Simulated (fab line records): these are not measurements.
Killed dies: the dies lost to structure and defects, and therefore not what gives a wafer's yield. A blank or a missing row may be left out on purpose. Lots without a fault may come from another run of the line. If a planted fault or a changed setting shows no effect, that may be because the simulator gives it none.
Which tool did it?	flow n5_finfet	72 wafers from 24 lots sampled at 5 of the route's 1938 steps

## WHAT THE GAUGES SHOWED, per wafer
N5_BEOL_M13_INSPECT_55: inspects for defects (darkfield). Usual: 68 for raw_defect_count, sd 26.
lot	measured	on	raw_defect_count	flag
L074	day 11 04:28	defect_inspect-02	77 59 53	
L075	day 11 08:17	defect_inspect-02	107 108 49	
L076	day 11 23:43	defect_inspect-02	60 62 43	
L077	day 12 04:50	defect_inspect-01	61 32 66	
L080	day 12 12:21	defect_inspect-01	93 37 46	
L078	day 12 13:06	defect_inspect-02	72 78 79	
L079	day 12 14:11	defect_inspect-01	56 86 87	
L081	day 13 01:44	defect_inspect-02	75 30 58	
L083	day 13 02:20	defect_inspect-01	62 33 91	
L082	day 13 07:51	defect_inspect-02	59 42 47	
L084	day 13 19:26	defect_inspect-02	59 44 53	
L085	day 13 22:56	defect_inspect-02	58 84 77	
L086	day 14 05:09	defect_inspect-02	35 160 52	
L087	day 14 13:12	defect_inspect-02	95 77 114	
L089	day 14 13:59	defect_inspect-01	62 71 71	
L091	day 14 22:14	defect_inspect-02	48 46 46	
L088	day 14 22:35	defect_inspect-02	91 74 81	
L090	day 15 13:59	defect_inspect-02	80 42 62	
L092	day 15 19:49	defect_inspect-02	57 40 57	
L093	day 16 10:55	defect_inspect-02	86 48 73	
L095	day 16 12:34	defect_inspect-02	71 56 54	
L096	day 17 05:14	defect_inspect-01	65 34 81	
L094	day 17 09:37	defect_inspect-02	91 87 62	
L097	day 17 21:03	defect_inspect-01	60 73 57	

N5_BEOL_M14_OCD_MEAS_35. Usual: 556 nm for trench_depth_nm, sd 15.
lot	measured	on	trench_depth_nm (nm)	flag
L074	day 11 06:54	ocd-01	552 549 554	
L075	day 11 10:31	ocd-02	542 574 571	
L076	day 12 02:14	ocd-01	542 574 532	
L077	day 12 06:55	ocd-02	565 575 531	
L080	day 12 14:29	ocd-01	543 546 569	
L078	day 12 15:19	ocd-01	534 545 571	
L079	day 12 16:19	ocd-02	573 544 547	
L081	day 13 04:46	ocd-02	566 544 545	
L083	day 13 05:28	ocd-01	541 528 533	
L082	day 13 10:44	ocd-02	543 571 528	
L084	day 13 22:02	ocd-01	550 568 570	
L085	day 14 01:01	ocd-01	570 552 566	
L086	day 14 07:25	ocd-01	576 574 574	
L087	day 14 15:32	ocd-01	562 577 551	
L089	day 14 16:14	ocd-01	563 575 562	
L091	day 15 00:47	ocd-02	569 570 547	
L088	day 15 01:18	ocd-01	561 561 572	
L090	day 15 16:12	ocd-01	553 574 577	
L092	day 15 22:01	ocd-02	555 542 571	
L093	day 16 13:12	ocd-01	577 557 563	
L095	day 16 15:05	ocd-02	539 572 567	
L096	day 17 07:38	ocd-01	564 553 575	
L094	day 17 12:02	ocd-02	576 576 581	
L097	day 17 23:08	ocd-02	523 536 528	

## WHICH TOOL RAN EACH LOT (tool, then ch and the chambers of the sampled wafers, then the start)
lot	N5_BEOL_M13_CMP_49	N5_BEOL_M14_DESCUM_15	N5_BEOL_M14_ETCH_67
L074	cmp-04 ch 1,3, day 11 04:01	rie_diel-05 ch 0,2, day 11 05:13	rie_diel-01 ch 0,3, day 11 06:19
L075	cmp-04 ch 0,3, day 11 07:50	rie_diel-05 ch 0,1,2, day 11 08:55	rie_diel-06 ch 0,1,2, day 11 09:56
L076	cmp-02 ch 2,3, day 11 23:19	rie_diel-01 ch 0,1,2, day 12 00:20	rie_diel-01 ch 0,1,2, day 12 01:40
L077	cmp-01 ch 0,1,3, day 12 04:23	rie_diel-01 ch 0,2, day 12 05:27	rie_diel-06 ch 0,1,2, day 12 06:20
L080	cmp-01 ch 0,1,3, day 12 11:54	rie_diel-06 ch 0,1,2, day 12 12:59	rie_diel-05 ch 0,1,3, day 12 13:54
L078	cmp-04 ch 2,3, day 12 12:39	rie_diel-01 ch 0,2, day 12 13:51	rie_diel-06 ch 0,1,3, day 12 14:44
L079	cmp-02 ch 0,1, day 12 13:44	rie_diel-05 ch 0,1,2, day 12 14:49	rie_diel-05 ch 0,1,3, day 12 15:45
L081	cmp-04 ch 0,1, day 13 01:19	rie_diel-01 ch 0,1,2, day 13 02:29	rie_diel-05 ch 0,1,3, day 13 04:12
L083	cmp-01 ch 0,1, day 13 01:53	rie_diel-01 ch 0,3, day 13 03:31	rie_diel-01 ch 0,1, day 13 04:53
L082	cmp-04 ch 0,2,3, day 13 07:29	rie_diel-01 ch 2,3, day 13 08:58	rie_diel-06 ch 0,1,3, day 13 10:09
L084	cmp-02 ch 2,3, day 13 18:59	rie_diel-01 ch 1,2,3, day 13 20:03	rie_diel-05 ch 1,2, day 13 21:28
L085	cmp-04 ch 0,1,3, day 13 22:34	rie_diel-05 ch 0,2, day 13 23:33	rie_diel-05 ch 1,2, day 14 00:26
L086	cmp-04 ch 0,1, day 14 04:42	rie_diel-05 ch 0,2, day 14 05:49	rie_diel-06 ch 1,2, day 14 06:50
L087	cmp-01 ch 0,1,2, day 14 12:45	rie_diel-06 ch 0,2, day 14 13:56	rie_diel-05 ch 0,1,2, day 14 14:58
L089	cmp-04 ch 1,2,3, day 14 13:32	rie_diel-06 ch 2,3, day 14 14:36	rie_diel-05 ch 1,2,3, day 14 15:40
L091	cmp-01 ch 0,3, day 14 21:47	rie_diel-01 ch 0,2,3, day 14 23:12	rie_diel-06 ch 1,2,3, day 15 00:12
L088	cmp-02 ch 0,2,3, day 14 22:15	rie_diel-01 ch 0,2,3, day 14 23:36	rie_diel-05 ch 1,2,3, day 15 00:44
L090	cmp-04 ch 0,2,3, day 15 13:32	rie_diel-06 ch 1,3, day 15 14:37	rie_diel-05 ch 1,2, day 15 15:37
L092	cmp-04 ch 0,1,3, day 15 19:22	rie_diel-06 ch 0,2,3, day 15 20:26	rie_diel-05 ch 0,1,3, day 15 21:26
L093	cmp-02 ch 0,1,2, day 16 10:31	rie_diel-01 ch 0,1,2, day 16 11:37	rie_diel-01 ch 1,2,3, day 16 12:38
L095	cmp-02 ch 0,1,3, day 16 12:11	rie_diel-06 ch 1,3, day 16 13:11	rie_diel-06 ch 2,3, day 16 14:30
L096	cmp-02 ch 0,3, day 17 04:47	rie_diel-06 ch 2,3, day 17 05:59	rie_diel-05 ch 1,2,3, day 17 07:03
L094	cmp-01 ch 0,1,2, day 17 09:12	rie_diel-06 ch 1,2, day 17 10:27	rie_diel-06 ch 1,2, day 17 11:28
L097	cmp-01 ch 0,2, day 17 20:36	rie_diel-01 ch 1,2,3, day 17 21:41	rie_diel-06 ch 0,3, day 17 22:34
- N5_BEOL_M13_CMP_49: polishes, stops on SiOC, t overpolish 17.1 s, target thk 420 nm.
- N5_BEOL_M14_DESCUM_15: chemistry O2, time 7.9 s.
- N5_BEOL_M14_ETCH_67: etches SiARC in CF4, target depth 143 nm, time 238.3 s.

## AS READ BY THE TOOLS THEMSELVES (means over the sampled wafers that have a number; for cases with no such wafer, the mark the record gives instead)
N5_BEOL_M13_CMP_49. Usual: barrier_field_endpoint_s 30.5 s, standard deviation 0.85; clearing_platen_down_force_psi 1.501 psi, standard deviation 0.003; motor_current_A 5.9 A, standard deviation 0.77; overpolish_run_s 17.100 s, standard deviation 0.0089; slurry_flow_ml_min 150.0, standard deviation 0.44.
lot	tool	barrier_field_endpoint_s (s)	clearing_platen_down_force_psi (psi)	motor_current_A (A)	overpolish_run_s (s)	slurry_flow_ml_min	flag
L074	cmp-04	32.3	1.498	5.6	17.101	149.4	
L075	cmp-04	31.4	1.503	4.9	17.103	149.7	
L076	cmp-02	30.8	1.503	6.3	17.098	150.4	
L077	cmp-01	30.1	1.500	5.8	17.094	150.0	
L080	cmp-01	29.4	1.500	5.6	17.098	150.0	
L078	cmp-04	32.1	1.501	5.7	17.095	150.3	
L079	cmp-02	31.0	1.502	6.3	17.096	149.9	
L081	cmp-04	30.2	1.498	5.4	17.103	149.9	
L083	cmp-01	30.2	1.499	5.9	17.089	150.2	
L082	cmp-04	30.8	1.500	5.7	17.103	150.0	
L084	cmp-02	30.5	1.502	6.2	17.097	149.8	
L085	cmp-04	31.4	1.501	5.5	17.094	150.2	
L086	cmp-04	30.5	1.500	6.1	17.103	149.7	
L087	cmp-01	30.3	1.502	5.6	17.098	149.7	
L089	cmp-04	31.3	1.498	6.1	17.098	150.0	
L091	cmp-01	30.8	1.502	5.8	17.093	150.0	
L088	cmp-02	29.9	1.503	6.5	17.103	150.0	
L090	cmp-04	30.7	1.500	5.6	17.097	150.0	
L092	cmp-04	30.8	1.501	5.5	17.096	150.0	
L093	cmp-02	29.6	1.501	6.5	17.104	150.3	
L095	cmp-02	29.6	1.501	6.4	17.102	149.8	
L096	cmp-02	29.7	1.500	6.3	17.099	149.9	
L094	cmp-01	30.3	1.500	5.8	17.104	150.1	
L097	cmp-01	30.3	1.500	5.9	17.095	150.1	

N5_BEOL_M14_DESCUM_15. Usual: drypump_motor_current_A 5.8 A, standard deviation 0.41; oes_product_au 0.82 a.u., standard deviation 0.1; rf_vpp_V 243.5 V, standard deviation 1.5; showerhead_plenum_p_Torr 2.12 Torr, standard deviation 0.09; throttle_valve_pct 20.35 %, standard deviation 0.25.
lot	tool	drypump_motor_current_A (A)	oes_product_au (a.u.)	rf_vpp_V (V)	showerhead_plenum_p_Torr (Torr)	throttle_valve_pct (%)	flag
L074	rie_diel-05	5.4	0.88	244.0	2.12	20.23	
L075	rie_diel-05	5.8	0.87	244.1	2.12	20.41	
L076	rie_diel-01	6.0	0.81	244.2	2.09	20.27	
L077	rie_diel-01	6.1	0.89	243.5	2.12	20.09	
L080	rie_diel-06	5.8	0.77	243.2	2.07	20.51	
L078	rie_diel-01	5.8	0.83	243.0	2.12	20.23	
L079	rie_diel-05	5.8	0.85	243.6	2.12	20.43	
L081	rie_diel-01	5.9	0.79	243.5	2.09	20.28	
L083	rie_diel-01	5.4	0.82	242.8	2.09	20.25	
L082	rie_diel-01	5.6	0.95	242.7	2.08	20.03	
L084	rie_diel-01	5.9	0.84	242.6	2.07	20.21	
L085	rie_diel-05	5.4	0.83	243.4	2.12	20.27	
L086	rie_diel-05	5.3	0.76	242.4	1.99	20.47	
L087	rie_diel-06	5.9	0.80	243.8	2.21	20.52	
L089	rie_diel-06	5.6	0.82	245.0	2.19	20.43	
L091	rie_diel-01	5.7	0.85	243.5	2.09	20.15	
L088	rie_diel-01	5.7	0.85	243.2	2.09	20.16	
L090	rie_diel-06	5.7	0.81	243.2	2.08	20.39	
L092	rie_diel-06	5.8	0.80	244.5	2.20	20.49	
L093	rie_diel-01	6.0	0.84	242.9	2.08	20.23	
L095	rie_diel-06	5.7	0.78	243.1	2.12	20.51	
L096	rie_diel-06	5.6	0.86	246.0	2.22	20.31	
L094	rie_diel-06	5.7	0.89	243.6	2.17	20.21	
L097	rie_diel-01	5.9	0.87	242.8	2.06	20.15	

N5_BEOL_M14_ETCH_67. Usual: for cf4_flow_sccm, 100.0 sccm with a standard deviation of 0.31; for drypump_motor_current_A, 5.7 A with a standard deviation of 0.45; for etch_rf_on_time_s, 238 s with a standard deviation of 6.4; for oes_product_au, 0.70 a.u. with a standard deviation of 0.088; for rf_vpp_V, 184.1 V with a standard deviation of 1.5; for showerhead_plenum_p_Torr, 2.16 Torr with a standard deviation of 0.1; for throttle_valve_pct, 15.61 % with a standard deviation of 0.26.
lot	tool	cf4_flow_sccm (sccm)	drypump_motor_current_A (A)	etch_rf_on_time_s (s)	oes_product_au (a.u.)	rf_vpp_V (V)	showerhead_plenum_p_Torr (Torr)	throttle_valve_pct (%)	flag
L074	rie_diel-01	100.0	5.4	238	0.62	184.6	2.12	15.61	
L075	rie_diel-06	100.4	5.8	234	0.67	183.7	2.12	15.64	
L076	rie_diel-01	100.0	6.0	241	0.69	184.4	2.15	15.53	
L077	rie_diel-06	99.8	5.7	237	0.66	184.2	2.12	15.65	
L080	rie_diel-05	100.1	5.7	237	0.67	183.9	2.12	15.80	
L078	rie_diel-06	99.9	5.8	239	0.68	183.9	2.19	15.66	
L079	rie_diel-05	100.0	5.7	238	0.66	184.1	2.12	15.80	
L081	rie_diel-05	100.2	5.7	238	0.66	182.7	2.12	15.80	
L083	rie_diel-01	99.9	5.9	246	0.60	183.4	2.13	15.83	
L082	rie_diel-06	100.0	5.9	241	0.67	184.9	2.19	15.69	
L084	rie_diel-05	100.1	6.2	235	0.76	185.3	2.27	15.58	
L085	rie_diel-05	99.9	6.2	233	0.76	185.5	2.27	15.57	
L086	rie_diel-06	100.0	5.7	228	0.79	183.0	2.17	15.46	
L087	rie_diel-05	100.2	5.8	237	0.70	184.4	2.17	15.66	
L089	rie_diel-05	99.7	5.7	235	0.78	184.8	2.22	15.43	
L091	rie_diel-06	99.7	5.7	234	0.74	184.6	2.20	15.56	
L088	rie_diel-05	99.8	5.7	235	0.77	185.4	2.22	15.45	
L090	rie_diel-05	99.8	6.2	232	0.74	185.5	2.27	15.60	
L092	rie_diel-05	99.9	5.7	237	0.71	183.8	2.11	15.67	
L093	rie_diel-01	100.1	5.9	236	0.77	183.7	2.13	15.37	
L095	rie_diel-06	100.1	5.6	235	0.75	185.3	2.25	15.46	
L096	rie_diel-05	100.2	5.7	236	0.75	184.9	2.21	15.48	
L094	rie_diel-06	100.0	5.7	229	0.75	184.2	2.16	15.52	
L097	rie_diel-06	99.9	5.9	250	0.60	184.6	2.20	15.78	

## THE ANSWER, worked out from the rows above alone
Rule: a lot counts as off when the mean over its wafers that have a number is more than 3 standard deviations away from the usual mean. Also off: a lot with no number at a reading for which 4 or more lots have one. Any other lot the step has rows for is counted as sound. Order of review: gauges by route order, followed by the tools' own readings, for which a lot's mean as printed above is used. The first step at which some lot is off is used, and at that step the reading that is off furthest; a lot without a number counts as furthest.
Across all readings shown, no lot is off: no conclusion can be drawn from this.

## WHAT THE SIMULATOR HAD INSERTED
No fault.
